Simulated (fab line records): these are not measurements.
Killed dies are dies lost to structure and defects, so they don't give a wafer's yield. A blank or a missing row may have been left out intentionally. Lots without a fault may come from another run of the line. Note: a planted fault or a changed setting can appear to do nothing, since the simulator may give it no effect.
Which tool was responsible? :: flow nand-harc :: 12 lots, 36 wafers sampled, at 1 step of a route of 1302

## WHAT THE GAUGES SHOWED, per wafer
NHARC_A_ONON_D2_THK_MEAS_34: measures by ellipsometry.
lot: L076
measured: day 13 07:07
on: film-metro-02
thk-nm (nm): 193.6 200.1 200.0

lot: L077
measured: day 14 17:33
on: film-metro-01
thk-nm (nm): 198.3 203.3 201.2

lot: L079
measured: day 15 00:54
on: film-metro-02
thk-nm (nm): 200.0 205.6 202.4

lot: L082
measured: day 16 03:17
on: film-metro-01
thk-nm (nm): 198.2 200.7 200.8

lot: L084
measured: day 16 20:11
on: film-metro-01
thk-nm (nm): 199.6 204.5 203.4

lot: L085
measured: day 17 11:28
on: film-metro-02
thk-nm (nm): 199.6 199.6 203.1

lot: L087
measured: day 18 20:07
on: film-metro-01
thk-nm (nm): 197.2 199.5 197.3

lot: L089
measured: day 19 00:02
on: film-metro-01
thk-nm (nm): 197.9 198.4 196.6

lot: L091
measured: day 19 23:13
on: film-metro-02
thk-nm (nm): 195.3 198.9 198.2

lot: L093
measured: day 20 16:34
on: film-metro-01
thk-nm (nm): 193.9 199.5 197.4

lot: L095
measured: day 21 19:20
on: film-metro-01
thk-nm (nm): 197.7 200.3 205.0

lot: L097
measured: day 22 10:50
on: film-metro-02
thk-nm (nm): 197.6 194.8 199.9

## EACH LOT AND THE TOOL THAT RAN IT (in order: tool; ch and the chambers of the sampled wafers; start)
There is no process step in the record ahead of these readings.

## THE ANSWER, worked out from the rows above alone
Rule: usual is defined by the lots themselves. Put in order of their means at a reading, lots are off if they are a third of the lots or fewer, leave a main group of 4 or more, and stand apart from it by a gap of 3 or more times the standard deviation of the main group's means; of several such gaps the widest counts. A main group whose means are all the same, to the digits that the tables above print for the reading, isn't used. A lot without any number at a reading at which 4 lots or more have one is off too. Any other lot the step has rows for is counted as sound.
None of the lots is off at any reading shown; this tells nothing.

## WHAT THE SIMULATOR HAD PUT IN
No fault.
